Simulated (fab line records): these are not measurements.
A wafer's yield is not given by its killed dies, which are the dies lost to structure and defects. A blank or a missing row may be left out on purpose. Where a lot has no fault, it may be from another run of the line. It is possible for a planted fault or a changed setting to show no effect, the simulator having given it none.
The tool behind it: which one?    flow nand harc    Sampling: 12 lots, 36 wafers, 2 of 1159 route steps

## WHAT EACH GAUGE READ, for each wafer
NHARC_A_SGD_CUT_CD_MEAS_09: target cd 100 nm.
lot   measured      on         cd nm (nm)
L074  day 14 03:03  cd sem-01  99.7 99.9 99.8
L080  day 14 21:10  cd sem-02  99.0 99.6 99.4
L078  day 14 21:29  cd sem-03  100.3 100.3 100.0
L081  day 15 10:49  cd sem-01  100.3 100.3 100.3
L082  day 15 22:29  cd sem-03  100.4 100.2 100.7
L086  day 17 00:07  cd sem-01  99.9 99.8 99.7
L087  day 17 00:32  cd sem-02  100.3 100.1 100.1
L088  day 17 16:33  cd sem-03  99.9 99.8 100.1
L091  day 17 21:29  cd sem-03  100.0 99.7 99.8
L093  day 18 02:35  cd sem-03  100.6 100.5 100.4
L094  day 18 13:37  cd sem-01  99.8 100.1 99.7
L097  day 19 23:47  cd sem-01  100.0 100.0 99.7

## WHICH TOOL RAN EACH LOT (tool, then ch and the chambers of the sampled wafers, then the start)
lot   NHARC_A_STAIRCASE_CMP_450
L074  cmp-01 ch 1,3, day 14 00:10
L080  cmp-01 ch 1,2, day 14 18:28
L078  cmp-01 ch 0,3, day 14 18:46
L081  cmp-01 ch 1,3, day 15 08:13
L082  cmp-01 ch 2,3, day 15 19:44
L086  cmp-01 ch 1,2, day 16 21:19
L087  cmp-01 ch 1,2,3, day 16 21:41
L088  cmp-01 ch 0,1, day 17 13:53
L091  cmp-01 ch 0,3, day 17 18:50
L093  cmp-03 ch 0,2,3, day 18 00:08
L094  cmp-03 ch 1,2,3, day 18 11:03
L097  cmp-02 ch 1,2, day 19 21:13
- NHARC_A_STAIRCASE_CMP_450: polishes SiO2, target thk 200 nm.

## THE ANSWER, worked out from the rows above alone
Rule: the usual values come from the lots themselves. The widest of any qualifying gaps counts: lots, ordered by their means at a reading, are off when they make up no more than a third of the lots, leave a main group of 4 or more, and stand apart from it by 3 or more times the standard deviation of that group's means. If all means in a main group match to the digits the tables above print for the reading, that group is not used. Also off: a lot with no number at a reading for which 4 or more lots have one. All remaining lots with rows at the step are treated as sound.
Across all readings shown, no lot is off: no conclusion can be drawn from this.

## WHAT THE SIMULATOR HAD PUT IN
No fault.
